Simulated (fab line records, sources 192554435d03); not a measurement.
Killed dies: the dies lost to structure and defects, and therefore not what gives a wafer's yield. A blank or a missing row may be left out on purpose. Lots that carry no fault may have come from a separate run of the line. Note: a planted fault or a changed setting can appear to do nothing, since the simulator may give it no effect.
The same fault as seen by 2 desks || flow n5Finfet || numbers are kept per desk, each desk with only its own; the story behind them comes last

## TOOL OWNER'S DESK, pvdSputter-03
The tool's own readings at N5_BEOL_M2_SPUTTER_79 (material Cu, target thk 4.5 nm, time 8.29 s): means of the sampled wafers that have a number, for each lot that ran on this tool. A lot is out of limits, marked OUT, if its mean lies more than 4 standard deviations from the usual mean; the brackets give that distance.
Columns: A = chamberPressurePa at N5_BEOL_M2_SPUTTER_79, usual 0.07001 Pa; B = throttleValvePct at N5_BEOL_M2_SPUTTER_79, usual 30.3 %
{"lot": "L969", "first seen here": "day 6 21:34", "A": 0.07000, "B": 30.1}
{"lot": "L971", "first seen here": "day 7 22:31", "A": 0.06996, "B": 31.0}
{"lot": "L973", "first seen here": "day 8 01:49", "A": 0.07001, "B": 30.7}
{"lot": "L976", "first seen here": "day 8 11:34", "A": 0.06996, "B": 30.5}
{"lot": "L977", "first seen here": "day 9 01:12", "A": 0.06998, "B": 29.8}
{"lot": "L980", "first seen here": "day 10 04:43", "A": 0.07003, "B": 30.6}
{"lot": "L983", "first seen here": "day 10 18:01", "A": "0.06552 (-32) OUT", "B": 31.4}
{"lot": "L985", "first seen here": "day 11 11:42", "A": "0.06540 (-33) OUT", "B": 31.6}
Finding of this desk: L983, L985 out of limits; the first was L983 at day 10 18:01, on chamberPressurePa at N5_BEOL_M2_SPUTTER_79. In limits: L969, L971, L973, L976, L977, L980.

## FROM THE METROLOGY DESK
What the gauges read, lot by lot, whatever tool the lot ran on: means of the sampled wafers that have a number. A lot is out of limits, marked OUT, if its mean lies more than 4 standard deviations from the usual mean; the brackets give that distance. Readings shown: 7 of its 10, picked as those furthest out on some lot.
Columns: A = DIBL_N at N5_BEOL_M4_RC_MEAS_101, usual 36.1 mV/V; B = IOFF_P at N5_BEOL_M4_RC_MEAS_101, usual 0.21 nA/um; C = ION_N at N5_BEOL_M4_RC_MEAS_101, usual 678 uA/um; D = ION_P at N5_BEOL_M4_RC_MEAS_101, usual 465 uA/um; E = SS_P at N5_BEOL_M4_RC_MEAS_101, usual 73.3 mV/dec; F = VT_N at N5_BEOL_M4_RC_MEAS_101, usual 249 mV; G = VT_P at N5_BEOL_M4_RC_MEAS_101, usual -250.0 mV
{"lot": "L969", "first seen here": "day 7 18:09", "A": 34.4, "B": 0.23, "C": 659, "D": 468, "E": 73.2, "F": 254, "G": -245.4}
{"lot": "L970", "first seen here": "day 8 10:25", "A": 36.3, "B": 0.25, "C": 684, "D": 471, "E": 72.7, "F": 245, "G": -247.7}
{"lot": "L971", "first seen here": "day 8 23:31", "A": 36.7, "B": 0.20, "C": 674, "D": 458, "E": 73.8, "F": 252, "G": -252.4}
{"lot": "L973", "first seen here": "day 9 03:50", "A": 38.4, "B": 0.25, "C": 686, "D": 468, "E": 73.7, "F": 248, "G": -250.6}
{"lot": "L976", "first seen here": "day 9 07:47", "A": 34.9, "B": 0.19, "C": 664, "D": 464, "E": 72.7, "F": 252, "G": -250.5}
{"lot": "L977", "first seen here": "day 10 17:14", "A": 37.2, "B": 0.19, "C": 673, "D": 454, "E": 73.0, "F": 251, "G": -253.6}
{"lot": "L978", "first seen here": "day 10 18:18", "A": 35.6, "B": 0.22, "C": 670, "D": 466, "E": 73.7, "F": 252, "G": -248.2}
{"lot": "L979", "first seen here": "day 10 22:55", "A": 35.7, "B": 0.21, "C": 682, "D": 465, "E": 73.5, "F": 247, "G": -249.9}
{"lot": "L980", "first seen here": "day 11 15:52", "A": 36.4, "B": 0.22, "C": 669, "D": 462, "E": 73.3, "F": 251, "G": -249.1}
{"lot": "L983", "first seen here": "day 12 04:50", "A": 36.5, "B": 0.23, "C": 680, "D": 467, "E": 73.8, "F": 249, "G": -247.6}
{"lot": "L985", "first seen here": "day 12 19:57", "A": 33.4, "B": 0.16, "C": 668, "D": 456, "E": 72.3, "F": 250, "G": -255.4}
Result from this desk: across the 11 lots, nothing is out of limits.

## ALL TOGETHER
An alarm could have come from the tool owner's desk at day 10 18:01, on L983, L985.
The metrology desk saw nothing out of limits.
The metrology desk has L983, L985 on record, within its limits.
The lots listed all ran N5_BEOL_M2_SPUTTER_79 on pvdSputter-03.

## WHAT WAS PUT IN BY THE SIMULATOR
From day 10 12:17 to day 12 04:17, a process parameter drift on pvdSputter-03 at N5_BEOL_M2_SPUTTER_79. From 0.07, the setting chamberPressurePa moved by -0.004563. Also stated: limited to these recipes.
Lots struck among those shown: L983, L985.
Delay in hours, fault start to first out-of-limits reading, by desk: the tool owner's desk at 6.
